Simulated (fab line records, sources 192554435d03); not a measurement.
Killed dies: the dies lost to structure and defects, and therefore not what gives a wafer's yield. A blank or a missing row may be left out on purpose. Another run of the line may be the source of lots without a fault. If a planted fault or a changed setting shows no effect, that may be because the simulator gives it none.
Problem report, 8D (eight disciplines) form, completed by code	flow n5Finfet	the parts of the form that need people (team, actions taken, sign-off) are left out

1. WHAT WENT WRONG
Wafers without a fault read 91.1 s, standard deviation 0.51; runLengthS at N5_BEOL_M15_ETCH_61 reads a mean of 81.1 s on 4 wafers belonging to 3 lots. That is -20 standard deviations from the usual mean.
The step: etches BARC in N2/H2, target depth 89 nm, overetch 26.7 nm, time 67.9 s.
Seen first at day 16 06:02 on rieDiel-04, wafer L179.1. The record holds 19 wafers of 7 lots with a number at this step. Rule for "out" (also "out of limits"): further than 4 standard deviations from the usual mean. All remaining wafers that have a number are taken as sound.

2. WHAT IT IS, AND WHAT IT ISN'T
question	is	is not
which readings at this step	runLengthS	drypumpMotorCurrentA, oesProductAu, rfVppV, showerheadPlenumPTorr, throttleValvePct
which lots	L179, L181, L182	L166, L173, L186, L187
which wafers of those lots	L179.1, L179.5, L181.5, L182.5	L181.6, L182.2, L182.3
read on which tools	rieDiel-04	rieDiel-02, rieDiel-05
when	from day 16 06:02	up to then (6 sound wafers); but 9 sound wafers of L181, L182, L186, L187 came after

3. THE SUSPECTS, EACH WITH WHAT RULES IT OUT
Counting: a tool at a process step up to the reading stays a suspect if it ran every lot that is out. Sound lots after the first of them don't rule it out here, since some wafers of a struck lot are sound.
- rieDiel-04 at N5_BEOL_M15_DESCUM_33 (chemistry O2, time 7.9 s): kept. It processed each lot that is out (first: L179, day 16 06:00); up to then, its last sound lot is L166 (day 13 06:41).
- rieDiel-04 at N5_BEOL_M15_ETCH_61 (etches BARC in N2/H2, target depth 89 nm, overetch 26.7 nm, time 67.9 s): kept. It processed each lot that is out (first: L179, day 16 06:02); up to then, its last sound lot is L166 (day 13 06:44). Its own readings are out on those wafers: runLengthS.
Remaining after the count are rieDiel-04 at N5_BEOL_M15_DESCUM_33 and rieDiel-04 at N5_BEOL_M15_ETCH_61.

4. THE CAUSE (what the simulator had put in)
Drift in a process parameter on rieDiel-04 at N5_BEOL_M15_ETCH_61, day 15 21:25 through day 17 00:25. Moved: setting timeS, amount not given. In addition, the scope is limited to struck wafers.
Of the 2 suspects that counting leaves, this tool is one.

5. THE EFFECT CHAIN, in route order
Each row: a reading whose mean over the struck wafers that have a number lies more than 3 standard deviations from the usual. Only readings whose record carries a usual standard deviation are examined. hours: median over the lots of the time between each lot's start at the first step of this table that gives one and its start at this step. sigmas: the change, counted in usual standard deviations.
hours	step	reading	usual	on struck wafers	change	sigmas
0	N5_BEOL_M15_ETCH_61	runLengthS	91.1 s	81.1	-10.0	-20
Its process steps:
- N5_BEOL_M15_ETCH_61: etches BARC in N2/H2, target depth 89 nm, overetch 26.7 nm, time 67.9 s.
Readings that are blank on the struck wafers while sound wafers have them: rfFwdPowerW at N5_BEOL_M15_ETCH_61.

6. HOW IT WOULD HAVE BEEN CAUGHT EARLIER
In this record the first reading out of limits was taken at day 16 06:02, 9 hours after the fault began at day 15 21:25.
